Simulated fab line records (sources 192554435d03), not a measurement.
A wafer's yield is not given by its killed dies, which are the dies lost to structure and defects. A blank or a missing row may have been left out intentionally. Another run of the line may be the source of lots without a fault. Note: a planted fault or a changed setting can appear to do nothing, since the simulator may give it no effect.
fab line records	flow n5_finfet
[record] lots = 24	wafers = 72	last_day = 17
route steps=1938 shown BEOL_M4@1058 BEOL_M5@1131
lots untouched by any fault: they come from a run of this same line in which no faults occurred
start_h: hours from the record's first day to the start of the lot's first wafer shown	wait_h: time in hours since the lot's previous step	" same as the row above	L1.1+2: several wafers, shown together as one row	- no value, or no start was given	* or withheld: withheld	< > ~ a bound
route shown NAME@n: a module of which the file shows steps, and the number in the route of the first	usual: average and standard deviation across the fault-free wafers	same: alike in all rows	chamber/n: place in a boat	sites: each site's reading	_std_site: the standard deviation of these	_edge_site: the outer-site mean with the inner-site mean subtracted	radius_mm: for every site, how far away it sits from the centre of the wafer	mask NAME#n: copy n	behind: the most recent tool/chamber to have shaped the wafer	hold: the reason the lot was held/the length of the hold in hours/how it ended	device: whichever transistor did not switch (one of n, p or np)	end of line: at the end of the route, the tests of the same wafers	a step without rows: its recipe alone	killed: count of dies lost to structure and defects at first sort (not the wafer's yield)	map: per-die view of a wafer (x killed, . not killed, _ where there is no die)
set.NAME: setting as actually run; set.NAME@STEP: the setting as run at that earlier step	model.NAME: the simulator's own value behind a step, which no gauge read
one table for each step of the route and one row for each wafer, over a sample of lots
services: from which hour (start_h, from the record's first day; less than 0 if before it) a tool's chamber was out of use, for how many hours, and why
[[steps]]
[step N5_BEOL_M4_INSPECT_30]
[recipe] mode = adi	inspect_instrument = brightfield
[usual] raw_defect_count = 442/94
lot.wafer	tool	chamber	start_h	wait_h	raw_defect_count
L074.1	defect_inspect-02	-	156.15	0.1	534
L074.3	"	-	"	"	390
L074.6	"	-	"	"	388
L075.1	defect_inspect-01	-	175.12	0.1	650
L075.4	"	-	"	"	574
L075.5	"	-	"	"	570
L077.2	defect_inspect-02	-	183.38	0.0	442
L077.3	"	-	"	"	335
L077.6	"	-	"	"	424
L076.4	defect_inspect-02	-	183.69	0.0	463
L076.5	"	-	"	"	461
L076.6	"	-	"	"	429
L078.1	defect_inspect-02	-	184.08	0.1	410
L078.5	"	-	"	"	418
L078.6	"	-	"	"	383
L079.1	defect_inspect-02	-	186.60	0.1	537
L079.4	"	-	"	"	516
L079.5	"	-	"	"	476
L081.2	defect_inspect-01	-	189.60	0.0	568
L081.3	"	-	"	"	695
L081.6	"	-	"	"	542
L080.3	defect_inspect-02	-	196.08	0.0	435
L080.4	"	-	"	"	553
L080.5	"	-	"	"	543
L082.3	defect_inspect-02	-	207.54	0.0	478
L082.5	"	-	"	"	477
L082.6	"	-	"	"	462
L083.2	defect_inspect-01	-	212.17	0.0	498
L083.3	"	-	"	"	506
L083.5	"	-	"	"	579
L084.2	defect_inspect-02	-	226.66	0.0	391
L084.3	"	-	"	"	494
L084.5	"	-	"	"	367
L085.1	defect_inspect-01	-	226.90	0.1	389
L085.4	"	-	"	"	248
L085.5	"	-	"	"	306
L086.2	defect_inspect-02	-	228.83	0.0	311
L086.3	"	-	"	"	587
L086.6	"	-	"	"	600
L088.4	defect_inspect-01	-	236.77	0.0	375
L088.5	"	-	"	"	320
L088.6	"	-	"	"	414
L087.1	defect_inspect-02	-	246.82	0.1	323
L087.5	"	-	"	"	417
L087.6	"	-	"	"	397
L089.1	defect_inspect-02	-	255.27	0.1	442
L089.3	"	-	"	"	321
L089.5	"	-	"	"	490
L090.4	defect_inspect-01	-	262.96	0.0	488
L090.5	"	-	"	"	496
L090.6	"	-	"	"	358
L091.2	defect_inspect-01	-	263.42	0.0	370
L091.4	"	-	"	"	507
L091.6	"	-	"	"	267
L092.1	defect_inspect-01	-	268.58	0.1	442
L092.2	"	-	"	"	363
L092.3	"	-	"	"	461
L093.2	defect_inspect-02	-	269.09	0.0	349
L093.4	"	-	"	"	266
L093.5	"	-	"	"	450
L094.1	defect_inspect-01	-	282.34	0.1	618
L094.4	"	-	"	"	345
L094.5	"	-	"	"	548
L095.2	defect_inspect-02	-	285.14	0.0	463
L095.5	"	-	"	"	561
L095.6	"	-	"	"	563
L096.2	defect_inspect-01	-	294.62	0.0	312
L096.4	"	-	"	"	469
L096.5	"	-	"	"	390
L097.3	defect_inspect-02	-	296.09	0.0	342
L097.4	"	-	"	"	351
L097.5	"	-	"	"	454
[step N5_BEOL_M4_PRE_CLEAN_45]
[recipe] gas = H2/He	time_s = 30	temp_c = 250
[usual] heater_power_w = 324/33
lot.wafer	tool	chamber	start_h	wait_h	heater_power_w
L074.1	pvd_sputter-03	-	160.03	0.0	320
L074.3	"	-	"	"	365
L074.6	"	-	"	"	332
L075.1	pvd_sputter-03	-	178.74	0.0	358
L075.4	"	-	"	"	279
L075.5	"	-	"	"	316
L077.2	pvd_sputter-03	-	185.57	0.0	320
L077.3	"	-	"	"	350
L077.6	"	-	"	"	272
L076.4	pvd_sputter-03	-	185.65	0.0	276
L076.5	"	-	"	"	321
L076.6	"	-	"	"	355
L078.1	pvd_sputter-01	-	185.71	0.0	350
L078.5	"	-	"	"	350
L078.6	"	-	"	"	348
L079.1	pvd_sputter-01	-	191.91	0.0	341
L079.4	"	-	"	"	357
L079.5	"	-	"	"	349
L081.2	pvd_sputter-03	-	195.45	0.0	358
L081.3	"	-	"	"	314
L081.6	"	-	"	"	316
L080.3	pvd_sputter-01	-	210.13	0.0	346
L080.4	"	-	"	"	339
L080.5	"	-	"	"	337
L082.3	pvd_sputter-01	-	210.69	0.0	342
L082.5	"	-	"	"	351
L082.6	"	-	"	"	347
L083.2	pvd_sputter-03	-	214.00	0.0	323
L083.3	"	-	"	"	315
L083.5	"	-	"	"	366
L084.2	pvd_sputter-02	-	231.94	0.0	255
L084.3	"	-	"	"	350
L084.5	"	-	"	"	259
L085.1	pvd_sputter-02	-	232.70	0.0	348
L085.4	"	-	"	"	254
L085.5	"	-	"	"	256
L088.4	pvd_sputter-03	-	237.94	0.0	327
L088.5	"	-	"	"	369
L088.6	"	-	"	"	331
L086.2	pvd_sputter-03	-	238.44	0.0	362
L086.3	"	-	"	"	271
L086.6	"	-	"	"	275
L087.1	pvd_sputter-02	-	253.81	0.0	296
L087.5	"	-	"	"	348
L087.6	"	-	"	"	301
L089.1	pvd_sputter-01	-	258.08	0.0	344
L089.3	"	-	"	"	348
L089.5	"	-	"	"	355
L090.4	pvd_sputter-01	-	263.89	0.0	353
L090.5	"	-	"	"	345
L090.6	"	-	"	"	346
L091.2	pvd_sputter-03	-	266.93	0.0	319
L091.4	"	-	"	"	313
L091.6	"	-	"	"	283
L093.2	pvd_sputter-02	-	270.35	0.0	341
L093.4	"	-	"	"	346
L093.5	"	-	"	"	345
L092.1	pvd_sputter-02	-	270.43	0.0	350
L092.2	"	-	"	"	334
L092.3	"	-	"	"	258
L094.1	pvd_sputter-02	-	288.66	0.0	300
L094.4	"	-	"	"	339
L094.5	"	-	"	"	341
L095.2	pvd_sputter-01	-	291.95	0.0	353
L095.5	"	-	"	"	340
L095.6	"	-	"	"	347
L096.2	pvd_sputter-02	-	297.10	0.0	294
L096.4	"	-	"	"	257
L096.5	"	-	"	"	345
L097.3	pvd_sputter-02	-	297.62	0.0	293
L097.4	"	-	"	"	263
L097.5	"	-	"	"	344
[step N5_BEOL_M4_SPUTTER_90]
[recipe] material = Cu	target_thk_a = 45	temp_c = -20	chamber_pressure_pa = 0.07	power_w = withheld	time_s = 8.29
[usual] chamber_pressure_pa = 0.07/0.00014	chuck_sensor_temp_C = -15.9/0.66	throttle_valve_pct = 29.8/1
lot.wafer	tool	chamber	start_h	wait_h	chamber_pressure_pa	chuck_sensor_temp_C	throttle_valve_pct
L074.1	pvd_sputter-01	-	161.97	0.1	0.07011	-16.9	28.0
L074.3	"	-	"	"	0.06994	-16.0	30.2
L074.6	"	-	"	"	0.06997	-14.8	31.9
L075.1	pvd_sputter-03	-	180.50	0.1	0.07	-16.2	30.1
L075.4	"	-	"	"	0.06979	-15.9	29.1
L075.5	"	-	"	"	0.07005	-16.3	27.4
L077.2	pvd_sputter-02	-	187.26	0.1	0.07015	-15.5	30.4
L077.3	"	-	"	"	0.06982	-15.5	30.1
L077.6	"	-	"	"	0.07007	-15.8	30.0
L076.4	pvd_sputter-03	-	187.43	0.1	0.06976	-17.4	29.5
L076.5	"	-	"	"	0.07008	-16.1	30.2
L076.6	"	-	"	"	0.06977	-16.2	27.6
L078.1	pvd_sputter-01	-	187.47	0.1	0.07002	-17.1	28.2
L078.5	"	-	"	"	0.06996	-17.1	28.2
L078.6	"	-	"	"	0.07016	-14.7	31.6
L079.1	pvd_sputter-03	-	193.53	0.1	0.07017	-15.9	29.1
L079.4	"	-	"	"	0.06994	-17.7	29.3
L079.5	"	-	"	"	0.07005	-17.6	29.2
L081.2	pvd_sputter-02	-	197.52	0.1	0.07011	-15.3	29.1
L081.3	"	-	"	"	0.06993	-15.7	30.3
L081.6	"	-	"	"	0.06984	-15.8	30.4
L080.3	pvd_sputter-02	-	212.13	0.1	0.07015	-16.0	30.0
L080.4	"	-	"	"	0.06983	-15.4	30.0
L080.5	"	-	"	"	0.0701	-15.7	30.8
L082.3	pvd_sputter-01	-	213.87	0.1	0.06992	-17.1	28.0
L082.5	"	-	"	"	0.07017	-16.2	30.5
L082.6	"	-	"	"	0.06974	-14.6	31.7
L083.2	pvd_sputter-02	-	216.03	0.1	0.06988	-15.4	29.3
L083.3	"	-	"	"	0.06999	-15.6	30.3
L083.5	"	-	"	"	0.07006	-15.6	29.8
L084.2	pvd_sputter-02	-	233.84	0.1	0.07018	-15.3	29.2
L084.3	"	-	"	"	0.07014	-15.5	29.7
L084.5	"	-	"	"	0.07002	-15.3	29.2
L085.1	pvd_sputter-01	-	234.68	0.1	0.07008	-15.9	30.0
L085.4	"	-	"	"	0.06997	-16.2	30.5
L085.5	"	-	"	"	0.07017	-14.8	31.6
L088.4	pvd_sputter-03	-	239.91	0.1	0.07001	-16.0	28.9
L088.5	"	-	"	"	0.07012	-16.0	29.1
L088.6	"	-	"	"	0.06997	-16.1	30.3
L086.2	pvd_sputter-02	-	240.33	0.1	0.06991	-15.6	30.7
L086.3	"	-	"	"	0.06985	-15.4	29.8
L086.6	"	-	"	"	0.07007	-15.6	30.6
L087.1	pvd_sputter-02	-	255.59	0.1	0.0699	-15.5	29.9
L087.5	"	-	"	"	0.0698	-15.5	30.5
L087.6	"	-	"	"	0.06978	-15.2	29.1
L089.1	pvd_sputter-02	-	259.76	0.1	0.07006	-15.9	29.9
L089.3	"	-	"	"	0.06979	-15.3	29.1
L089.5	"	-	"	"	0.0698	-15.3	29.1
L090.4	pvd_sputter-02	-	266.47	0.1	0.07007	-15.5	29.8
L090.5	"	-	"	"	0.07011	-16.1	30.1
L090.6	"	-	"	"	0.06999	-15.3	29.1
L091.2	pvd_sputter-02	-	268.91	0.1	0.07024	-15.5	29.8
L091.4	"	-	"	"	0.07019	-16.2	29.9
L091.6	"	-	"	"	0.06986	-15.7	30.5
L092.1	pvd_sputter-01	-	272.47	0.1	0.06993	-17.2	28.2
L092.2	"	-	"	"	0.07028	-15.9	30.4
L092.3	"	-	"	"	0.06991	-14.9	31.7
L093.2	pvd_sputter-03	-	272.60	0.1	0.07011	-17.7	29.6
L093.4	"	-	"	"	0.06973	-16.1	30.4
L093.5	"	-	"	"	0.07014	-16.4	27.4
L094.1	pvd_sputter-02	-	290.27	0.1	0.06989	-15.4	29.8
L094.4	"	-	"	"	0.07009	-15.7	30.4
L094.5	"	-	"	"	0.07002	-16.1	30.3
L095.2	pvd_sputter-03	-	293.79	0.1	0.07007	-16.5	27.6
L095.5	"	-	"	"	0.07003	-16.0	30.2
L095.6	"	-	"	"	0.07011	-16.1	29.3
L096.2	pvd_sputter-02	-	298.76	0.1	0.0699	-15.3	29.3
L096.4	"	-	"	"	0.07012	-15.6	29.8
L096.5	"	-	"	"	0.07011	-15.5	30.3
L097.3	pvd_sputter-01	-	299.69	0.1	0.06982	-16.0	30.7
L097.4	"	-	"	"	0.07025	-14.7	31.7
L097.5	"	-	"	"	0.07001	-17.0	28.1
[step N5_BEOL_M4_ANNEAL_91]
[recipe] temp_c = 400	time_s = 240	ambient = vacuum
[usual] heater_power_w = 804/84
lot.wafer	tool	chamber	start_h	wait_h	heater_power_w
L074.1	pvd_sputter-01	-	162.05	0.0	869
L074.3	"	-	"	"	847
L074.6	"	-	"	"	874
L075.1	pvd_sputter-03	-	180.58	0.0	815
L075.4	"	-	"	"	892
L075.5	"	-	"	"	685
L077.2	pvd_sputter-02	-	187.34	0.0	721
L077.3	"	-	"	"	862
L077.6	"	-	"	"	643
L076.4	pvd_sputter-03	-	187.51	0.0	783
L076.5	"	-	"	"	828
L076.6	"	-	"	"	680
L078.1	pvd_sputter-01	-	187.55	0.0	883
L078.5	"	-	"	"	867
L078.6	"	-	"	"	842
L079.1	pvd_sputter-03	-	193.61	0.0	899
L079.4	"	-	"	"	810
L079.5	"	-	"	"	801
L081.2	pvd_sputter-02	-	197.60	0.0	865
L081.3	"	-	"	"	741
L081.6	"	-	"	"	724
L080.3	pvd_sputter-02	-	212.21	0.0	653
L080.4	"	-	"	"	872
L080.5	"	-	"	"	738
L082.3	pvd_sputter-01	-	213.95	0.0	883
L082.5	"	-	"	"	891
L082.6	"	-	"	"	862
L083.2	pvd_sputter-02	-	216.11	0.0	860
L083.3	"	-	"	"	730
L083.5	"	-	"	"	905
L084.2	pvd_sputter-02	-	233.92	0.0	848
L084.3	"	-	"	"	876
L084.5	"	-	"	"	848
L085.1	pvd_sputter-01	-	234.76	0.0	847
L085.4	"	-	"	"	905
L085.5	"	-	"	"	861
L088.4	pvd_sputter-03	-	239.99	0.0	924
L088.5	"	-	"	"	912
L088.6	"	-	"	"	792
L086.2	pvd_sputter-02	-	240.41	0.0	725
L086.3	"	-	"	"	873
L086.6	"	-	"	"	736
L087.1	pvd_sputter-02	-	255.67	0.0	838
L087.5	"	-	"	"	733
L087.6	"	-	"	"	837
L089.1	pvd_sputter-02	-	259.84	0.0	626
L089.3	"	-	"	"	840
L089.5	"	-	"	"	865
L090.4	pvd_sputter-02	-	266.55	0.0	865
L090.5	"	-	"	"	640
L090.6	"	-	"	"	843
L091.2	pvd_sputter-02	-	268.99	0.0	887
L091.4	"	-	"	"	648
L091.6	"	-	"	"	740
L092.1	pvd_sputter-01	-	272.55	0.0	882
L092.2	"	-	"	"	859
L092.3	"	-	"	"	861
L093.2	pvd_sputter-03	-	272.68	0.0	784
L093.4	"	-	"	"	779
L093.5	"	-	"	"	697
L094.1	pvd_sputter-02	-	290.35	0.0	875
L094.4	"	-	"	"	717
L094.5	"	-	"	"	618
L095.2	pvd_sputter-03	-	293.87	0.0	675
L095.5	"	-	"	"	811
L095.6	"	-	"	"	899
L096.2	pvd_sputter-02	-	298.84	0.0	847
L096.4	"	-	"	"	879
L096.5	"	-	"	"	752
L097.3	pvd_sputter-01	-	299.77	0.0	868
L097.4	"	-	"	"	871
L097.5	"	-	"	"	879
[step N5_BEOL_M4_SPUTTER_92]
[recipe] material = Cu	target_thk_a = 45	temp_c = -20	chamber_pressure_pa = 0.07	power_w = withheld	time_s = 8.29
[usual] chamber_pressure_pa = 0.07/0.00013	chuck_sensor_temp_C = -15.9/0.66	throttle_valve_pct = 29.8/1.1
lot.wafer	tool	chamber	start_h	wait_h	chamber_pressure_pa	chuck_sensor_temp_C	throttle_valve_pct
L074.1	pvd_sputter-01	-	162.19	0.1	0.07001	-17.1	28.2
L074.3	"	-	"	"	0.07005	-16.0	30.3
L074.6	"	-	"	"	0.07004	-14.7	31.8
L075.1	pvd_sputter-03	-	180.72	0.1	0.07004	-16.3	30.2
L075.4	"	-	"	"	0.07012	-15.9	29.0
L075.5	"	-	"	"	0.0701	-16.2	27.8
L077.2	pvd_sputter-02	-	187.48	0.1	0.07003	-15.4	30.3
L077.3	"	-	"	"	0.06987	-15.5	30.2
L077.6	"	-	"	"	0.06985	-16.1	30.1
L076.4	pvd_sputter-03	-	187.65	0.1	0.07017	-17.4	29.4
L076.5	"	-	"	"	0.06986	-16.2	30.2
L076.6	"	-	"	"	0.06993	-16.4	27.4
L078.1	pvd_sputter-01	-	187.69	0.1	0.07023	-17.1	28.1
L078.5	"	-	"	"	0.07003	-17.0	28.4
L078.6	"	-	"	"	0.07009	-14.7	31.8
L079.1	pvd_sputter-03	-	193.75	0.1	0.06994	-16.0	29.0
L079.4	"	-	"	"	0.07011	-17.6	29.8
L079.5	"	-	"	"	0.07002	-17.4	29.5
L081.2	pvd_sputter-02	-	197.74	0.1	0.06992	-15.3	29.1
L081.3	"	-	"	"	0.07001	-15.7	30.7
L081.6	"	-	"	"	0.06981	-15.5	30.7
L080.3	pvd_sputter-02	-	212.35	0.1	0.07029	-16.1	30.2
L080.4	"	-	"	"	0.06994	-15.5	29.9
L080.5	"	-	"	"	0.07016	-15.7	30.7
L082.3	pvd_sputter-01	-	214.09	0.1	0.06999	-17.1	28.1
L082.5	"	-	"	"	0.06986	-16.1	30.5
L082.6	"	-	"	"	0.06988	-14.9	32.0
L083.2	pvd_sputter-02	-	216.25	0.1	0.06989	-15.4	28.8
L083.3	"	-	"	"	0.06975	-15.8	30.5
L083.5	"	-	"	"	0.06998	-15.4	30.0
L084.2	pvd_sputter-02	-	234.06	0.1	0.07012	-15.5	29.2
L084.3	"	-	"	"	0.07001	-15.6	30.1
L084.5	"	-	"	"	0.07009	-15.4	29.2
L085.1	pvd_sputter-01	-	234.90	0.1	0.07007	-15.7	30.4
L085.4	"	-	"	"	0.0699	-16.1	30.6
L085.5	"	-	"	"	0.07019	-14.8	31.5
L088.4	pvd_sputter-03	-	240.13	0.1	0.07006	-16.0	29.0
L088.5	"	-	"	"	0.06997	-16.1	29.2
L088.6	"	-	"	"	0.06992	-16.0	30.2
L086.2	pvd_sputter-02	-	240.55	0.1	0.0701	-15.6	30.3
L086.3	"	-	"	"	0.07011	-15.7	29.7
L086.6	"	-	"	"	0.06987	-15.5	30.6
L087.1	pvd_sputter-02	-	255.81	0.1	0.07024	-15.5	30.0
L087.5	"	-	"	"	0.07006	-15.7	30.5
L087.6	"	-	"	"	0.06982	-15.2	29.1
L089.1	pvd_sputter-02	-	259.98	0.1	0.07003	-16.0	30.1
L089.3	"	-	"	"	0.07005	-15.4	29.2
L089.5	"	-	"	"	0.07019	-15.3	29.2
L090.4	pvd_sputter-02	-	266.69	0.1	0.06986	-15.6	30.0
L090.5	"	-	"	"	0.06993	-16.0	30.3
L090.6	"	-	"	"	0.06997	-15.4	29.2
L091.2	pvd_sputter-02	-	269.13	0.1	0.07011	-15.4	29.9
L091.4	"	-	"	"	0.07003	-16.1	30.0
L091.6	"	-	"	"	0.06971	-15.4	30.4
L092.1	pvd_sputter-01	-	272.69	0.1	0.06996	-16.9	28.1
L092.2	"	-	"	"	0.07009	-15.9	30.4
L092.3	"	-	"	"	0.06996	-14.9	31.8
L093.2	pvd_sputter-03	-	272.82	0.1	0.06967	-17.4	29.6
L093.4	"	-	"	"	0.07021	-16.0	30.0
L093.5	"	-	"	"	0.07008	-16.3	27.6
L094.1	pvd_sputter-02	-	290.49	0.1	0.06995	-15.4	29.9
L094.4	"	-	"	"	0.06987	-15.6	30.6
L094.5	"	-	"	"	0.07024	-16.1	30.1
L095.2	pvd_sputter-03	-	294.01	0.1	0.07009	-16.5	27.7
L095.5	"	-	"	"	0.06996	-16.0	30.3
L095.6	"	-	"	"	0.06981	-16.1	29.3
L096.2	pvd_sputter-02	-	298.98	0.1	0.07025	-15.5	29.1
L096.4	"	-	"	"	0.06968	-15.4	29.9
L096.5	"	-	"	"	0.06975	-15.6	30.5
L097.3	pvd_sputter-01	-	299.91	0.1	0.07008	-16.1	30.6
L097.4	"	-	"	"	0.07019	-14.7	32.1
L097.5	"	-	"	"	0.07005	-17.1	28.2
[step N5_BEOL_M5_ETCH_61]
[recipe] chemistry = CF4	target = SiARC	target_depth_a = 156	mask_material = CAR-EUV	time_s = 26	ion_energy_ev = 80	pressure_mtorr = 40	source_w = 545	bias_w = 36	Ar_flow_sccm = 100	cf4_flow_sccm = 100	ends = cleared
[usual] bias_w = 35.98/0.1	drypump_motor_current_A = 5.9/0.48	etch_rf_on_time_s = 25.9/0.96	oes_product_au = 0.69/0.074	rf_vpp_V = 183.9/1.1	showerhead_plenum_p_Torr = 2.12/0.055	throttle_valve_pct = 15.52/0.23
lot.wafer	tool	chamber	start_h	wait_h	bias_w	drypump_motor_current_A	etch_rf_on_time_s	oes_product_au	rf_hours_counter_h	rf_vpp_V	showerhead_plenum_p_Torr	throttle_valve_pct
L074.1	rie_diel-03	1	166.49	0.0	35.90	4.7	25.4	0.78	26	183.1	2.11	15.71
L074.3	"	3	"	"	35.95	6.4	24.1	0.82	17	183.8	2.11	15.12
L074.6	"	3	"	"	36.12	6.4	24.1	0.82	-	183.3	2.11	15.13
L075.1	rie_diel-01	0	185.62	0.0	35.86	6.1	26.6	0.63	157	184.5	2.13	15.72
L075.4	"	1	"	"	35.88	5.7	26.1	0.58	234	183.4	2.03	15.74
L075.5	"	1	"	"	35.93	5.7	26.0	0.58	-	183.3	2.03	15.75
L077.2	rie_diel-05	1	192.37	0.0	35.93	5.5	27.0	0.69	57	183.4	2.17	15.32
L077.3	"	2	"	"	36.01	5.7	26.3	0.74	49	184.4	2.15	15.07
L077.6	"	2	"	"	36.16	5.7	26.6	0.73	-	184.8	2.15	15.06
L076.4	rie_diel-03	2	192.63	0.0	35.87	5.2	25.6	0.62	-	183.6	2.13	15.81
L076.5	"	3	"	"	35.95	6.4	24.2	0.79	-	183.3	2.10	15.12
L076.6	"	0	"	"	36.07	6.6	25.8	0.59	-	183.1	2.14	15.96
L078.1	rie_diel-01	0	192.91	0.0	36.05	6.1	27.1	0.62	160	182.8	2.13	15.70
L078.5	"	0	"	"	36.06	6.0	27.1	0.62	-	185.6	2.13	15.70
L078.6	"	3	"	"	35.95	6.4	26.8	0.64	-	184.1	2.07	15.56
L079.1	rie_diel-05	3	201.54	0.0	36.01	5.5	24.0	0.83	17	185.1	2.19	15.49
L079.4	"	2	"	"	36.06	5.7	26.4	0.73	51	184.5	2.15	15.06
L079.5	"	0	"	"	35.96	6.4	25.1	0.67	-	182.9	2.07	15.68
L081.2	rie_diel-05	0	202.27	0.0	35.90	6.4	25.3	0.67	107	185.0	2.07	15.70
L081.3	"	3	"	"	36.17	5.5	24.2	0.83	17	184.0	2.19	15.47
L081.6	"	1	"	"	35.93	5.4	27.0	0.69	-	183.0	2.17	15.32
L080.3	rie_diel-01	0	217.97	0.0	36.07	6.0	27.0	0.62	166	184.2	2.13	15.72
L080.4	"	1	"	"	35.99	5.7	26.1	0.57	244	183.1	2.03	15.77
L080.5	"	2	"	"	35.97	5.6	25.6	0.73	-	182.6	2.08	15.41
L082.3	rie_diel-05	0	218.16	0.0	36.06	6.4	25.4	0.67	112	182.7	2.07	15.73
L082.5	"	0	"	"	36.09	6.4	25.4	0.66	-	183.2	2.07	15.72
L082.6	"	2	"	"	35.98	5.7	26.1	0.73	-	184.8	2.15	15.07
L083.2	rie_diel-01	1	220.83	0.0	36.05	5.7	26.4	0.57	245	182.3	2.03	15.76
L083.3	"	0	"	"	36.03	6.0	26.9	0.62	167	184.5	2.13	15.72
L083.5	"	1	"	"	35.96	5.7	26.5	0.57	-	184.8	2.03	15.76
L084.2	rie_diel-01	0	238.50	0.0	35.91	6.0	26.8	0.62	174	182.0	2.13	15.73
L084.3	"	2	"	"	36.05	5.6	25.8	0.73	56	183.6	2.08	15.41
L084.5	"	2	"	"	35.96	5.6	25.6	0.73	-	182.9	2.08	15.40
L085.1	rie_diel-03	3	239.15	0.0	35.97	6.4	24.0	0.78	43	183.0	2.10	15.17
L085.4	"	0	"	"	35.78	6.5	25.8	0.83	2	182.3	2.14	15.48
L085.5	"	3	"	"	36.06	6.4	24.2	0.77	-	182.4	2.10	15.18
L088.4	rie_diel-03	0	245.52	0.0	35.98	6.5	25.5	0.82	4	182.8	2.14	15.47
L088.5	"	0	"	"	36.11	6.6	25.4	0.82	-	183.7	2.14	15.48
L088.6	"	1	"	"	35.88	4.7	25.0	0.75	-	183.1	2.10	15.76
L086.2	rie_diel-01	2	245.96	0.0	36.01	5.6	25.6	0.72	59	183.7	2.08	15.40
L086.3	"	3	"	"	36.19	6.3	26.9	0.62	148	181.8	2.06	15.61
L086.6	"	3	"	"	36.09	6.3	26.9	0.62	-	184.7	2.06	15.62
L087.1	rie_diel-01	3	262.82	0.0	36.09	6.3	26.9	0.63	151	182.7	2.06	15.60
L087.5	"	3	"	"	36.05	6.3	26.9	0.62	-	184.6	2.06	15.62
L087.6	"	2	"	"	36.05	5.6	25.6	0.72	-	184.1	2.08	15.43
L089.1	rie_diel-05	1	266.64	0.0	35.99	5.4	27.0	0.67	79	184.4	2.17	15.36
L089.3	"	0	"	"	36.15	6.4	25.3	0.66	130	181.7	2.06	15.72
L089.5	"	2	"	"	36.04	5.8	26.4	0.71	-	184.5	2.14	15.12
L090.4	rie_diel-05	2	271.30	0.0	35.99	5.7	26.5	0.70	75	184.1	2.14	15.13
L090.5	"	0	"	"	35.85	6.4	25.1	0.65	-	183.5	2.06	15.74
L090.6	"	1	"	"	35.99	5.5	27.1	0.66	-	185.6	2.17	15.38
L091.2	rie_diel-01	3	276.03	0.0	36.05	6.3	27.0	0.62	155	183.6	2.06	15.61
L091.4	"	0	"	"	35.99	6.0	27.0	0.60	186	183.4	2.13	15.76
L091.6	"	2	"	"	35.97	5.6	25.8	0.71	-	182.9	2.08	15.43
L092.1	rie_diel-05	3	277.05	0.0	35.92	5.5	23.9	0.80	42	184.8	2.18	15.53
L092.2	"	1	"	"	36.16	5.4	27.1	0.67	83	184.5	2.17	15.37
L092.3	"	2	"	"	35.85	5.8	26.5	0.70	77	185.5	2.14	15.10
L093.2	rie_diel-03	1	277.22	0.0	36.05	4.7	25.3	0.74	58	182.0	2.10	15.79
L093.4	"	2	"	"	35.90	5.2	25.2	0.61	230	184.4	2.12	15.87
L093.5	"	0	"	"	35.91	6.5	25.6	0.79	-	182.8	2.13	15.50
L094.1	rie_diel-03	1	295.73	0.0	36.09	4.7	25.0	0.73	63	182.9	2.10	15.77
L094.4	"	2	"	"	35.79	5.2	25.4	0.60	235	184.7	2.12	15.89
L094.5	"	0	"	"	36.04	6.6	25.3	0.80	-	183.4	2.13	15.50
L095.2	rie_diel-01	2	301.14	0.0	35.95	5.6	26.0	0.71	77	182.8	2.07	15.45
L095.5	"	0	"	"	36.10	6.0	26.6	0.61	-	184.9	2.12	15.77
L095.6	"	1	"	"	36.05	5.7	25.0	0.80	-	185.3	2.27	15.29
L096.2	rie_diel-01	1	304.62	0.0	35.98	5.7	25.0	0.79	17	186.2	2.27	15.29
L096.4	"	3	"	"	36.15	6.3	26.7	0.62	161	183.0	2.06	15.64
L096.5	"	1	"	"	36.18	5.7	25.0	0.80	-	187.0	2.27	15.29
L097.3	rie_diel-01	0	305.07	0.0	36.02	6.0	27.0	0.60	196	185.9	2.12	15.77
L097.4	"	1	"	"	35.95	5.7	25.5	0.79	17	186.5	2.27	15.29
L097.5	"	2	"	"	36.03	5.6	26.5	0.69	-	181.5	2.07	15.44
[[services]]
tool	chamber	start_h	hours	kind
rie_diel-05	3	157.68	15.8	repair
pvd_sputter-01	-	166.67	1.7	repair
rie_diel-03	0	214.92	-	clean
rie_diel-03	0	214.92	-	consumable_replace:focus_ring
rie_diel-03	0	214.92	18.6	scheduled_down
rie_diel-03	0	214.92	18.6	vent_cycle
rie_diel-05	3	215.50	3.4	repair
rie_diel-05	1	223.62	5.1	repair
rie_diel-01	1	235.70	-	clean
rie_diel-01	1	235.70	-	consumable_replace:focus_ring
rie_diel-01	1	235.70	-	consumable_replace:showerhead
rie_diel-01	1	235.70	14.6	scheduled_down
rie_diel-01	1	235.70	14.6	vent_cycle
rie_diel-01	3	248.54	4.6	repair
rie_diel-03	-	271.79	0.6	repair
pvd_sputter-03	-	277.53	2.1	repair
[[key]]
fault none
